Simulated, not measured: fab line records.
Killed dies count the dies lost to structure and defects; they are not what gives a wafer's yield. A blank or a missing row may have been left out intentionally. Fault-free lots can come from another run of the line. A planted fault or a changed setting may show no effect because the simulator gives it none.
Check of tool commonality ; flow n5 finfet ; Sampled: 8 lots, 24 wafers

WHY IT WAS OPENED
At N5_FIN_CUT_INSPECT_17 the reading raw defect count is flagged on 2 of 8 lots. Fault-free wafers read 226, with a standard deviation of 57.
Rule: flag the lot when none of its wafers has a number, or when each of its wafers that has one lies beyond 4 standard deviations from that mean. As for the other lots, they are considered sound.

lot;measured;on;raw defect count, wafer by wafer;flag
L436;day 2 03:32;defect inspect-01;240 243 197;
L439;day 2 22:09;defect inspect-01;191 335 284;
L443;day 3 21:16;defect inspect-02;244 225 332;
L445;day 4 11:33;defect inspect-02;274 276 270;
L449;day 5 09:50;defect inspect-01;194 179 180;
L454;day 6 15:49;defect inspect-01;738 714 751;FLAGGED
L457;day 7 10:08;defect inspect-01;750 822 867;FLAGGED
L459;day 7 21:48;defect inspect-01;271 222 342;
The numbers of the flagged lots are 774 on average: +548 against the usual, or +10 standard deviations.

WHICH TOOL RAN EACH LOT
The record holds 3 process steps before the reading, out of a route of 1938 steps. Read each cell as the tool, then ch plus the chambers that the sampled wafers visited, then the start.
lot;flag;N5_FIN_SAQP_STRIP_77;N5_FIN_CUT_CUT_ETCH_27;N5_FIN_CUT_CUT_ETCH_28
L436;;rie diel-03 ch 0,1,3, day 2 01:28;rie diel-02 ch 0,1, day 2 03:05;rie si-04 ch 0,1,2, day 2 03:17
L439;;rie diel-03 ch 0,1,3, day 2 20:16;rie diel-02 ch 0,1, day 2 21:43;rie si-04 ch 1,2,3, day 2 21:55
L443;;rie diel-01 ch 1,2, day 3 19:21;rie diel-02 ch 0,1,3, day 3 20:50;rie si-04 ch 1,3, day 3 21:02
L445;;rie diel-01 ch 0,1,2, day 4 09:21;rie diel-04 ch 0,2,3, day 4 10:50;rie si-04 ch 0,1,3, day 4 11:02
L449;;rie diel-06 ch 1,2,3, day 5 07:37;rie diel-02 ch 0,1, day 5 09:19;rie si-05 ch 0,2,3, day 5 09:31
L454;FLAGGED;rie diel-06 ch 1,3, day 6 13:50;rie diel-04 ch 1,2,3, day 6 15:19;rie si-04 ch 0,1,3, day 6 15:31
L457;FLAGGED;rie diel-06 ch 0,2,3, day 7 08:20;rie diel-02 ch 2,3, day 7 09:41;rie si-04 ch 0,1, day 7 09:53
L459;;rie diel-06 ch 0,3, day 7 19:35;rie diel-05 ch 0,2,3, day 7 21:05;rie si-06 ch 0,1,3, day 7 21:17
What the steps here do:
- N5_FIN_SAQP_STRIP_77: strips in N2/H2, time 90 s.
- N5_FIN_CUT_CUT_ETCH_27: etches SiO2 in CHF3/O2, target depth 4 nm, overetch 2 nm, time 4.9 s.
- N5_FIN_CUT_CUT_ETCH_28: etches Si in HBr/Cl2/O2, target depth 6 nm, time 2.4 s.
- N5_FIN_CUT_INSPECT_17: inspects for defects (brightfield).

FLAGGED AGAINST TOTAL, ONE TOOL AT A TIME (gauges that did the reading follow at the end)
step;tool;lots run;flagged;share of the flagged lots;sound lots run after its first flagged lot
N5_FIN_SAQP_STRIP_77;rie diel-01;2;0;none;-
N5_FIN_SAQP_STRIP_77;rie diel-03;2;0;none;-
N5_FIN_SAQP_STRIP_77;rie diel-06;4;2;all;1 (L459)
N5_FIN_CUT_CUT_ETCH_27;rie diel-02;5;1;some;0
N5_FIN_CUT_CUT_ETCH_27;rie diel-04;2;1;some;0
N5_FIN_CUT_CUT_ETCH_27;rie diel-05;1;0;none;-
N5_FIN_CUT_CUT_ETCH_28;rie si-04;6;2;all;0
N5_FIN_CUT_CUT_ETCH_28;rie si-05;1;0;none;-
N5_FIN_CUT_CUT_ETCH_28;rie si-06;1;0;none;-
N5_FIN_CUT_INSPECT_17;defect inspect-01;6;2;all;1 (L459)
N5_FIN_CUT_INSPECT_17;defect inspect-02;2;0;none;-

THE TABLE: WHAT IT ALLOWS
All flagged lots were run by 3 table rows, namely rie diel-06 at N5_FIN_SAQP_STRIP_77, rie si-04 at N5_FIN_CUT_CUT_ETCH_28, defect inspect-01 at N5_FIN_CUT_INSPECT_17.
- rie diel-06 at N5_FIN_SAQP_STRIP_77 ran 4 lots, 2 of them flagged. Lots that were sound ran on it after the first flagged one (L459); a persistent fault on the entire tool would not allow that.
- rie si-04 at N5_FIN_CUT_CUT_ETCH_28 ran 6 lots, 2 of them flagged. Its last sound lot is L445 (day 4 11:02), its first flagged lot L454 (day 6 15:31): a fault that began between those two fits.
- defect inspect-01 at N5_FIN_CUT_INSPECT_17 ran 6 lots, 2 of them flagged. Lots that were sound ran on it after the first flagged one (L459); a persistent fault on the entire tool would not allow that.
One tool is left: rie si-04 at N5_FIN_CUT_CUT_ETCH_28.

WHAT HAD BEEN PUT IN BY THE SIMULATOR
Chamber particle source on rie si-04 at N5_FIN_CUT_CUT_ETCH_28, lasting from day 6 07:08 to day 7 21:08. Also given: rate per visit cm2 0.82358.
Struck lots among those shown: L454, L457. This agrees with what the rule above found.
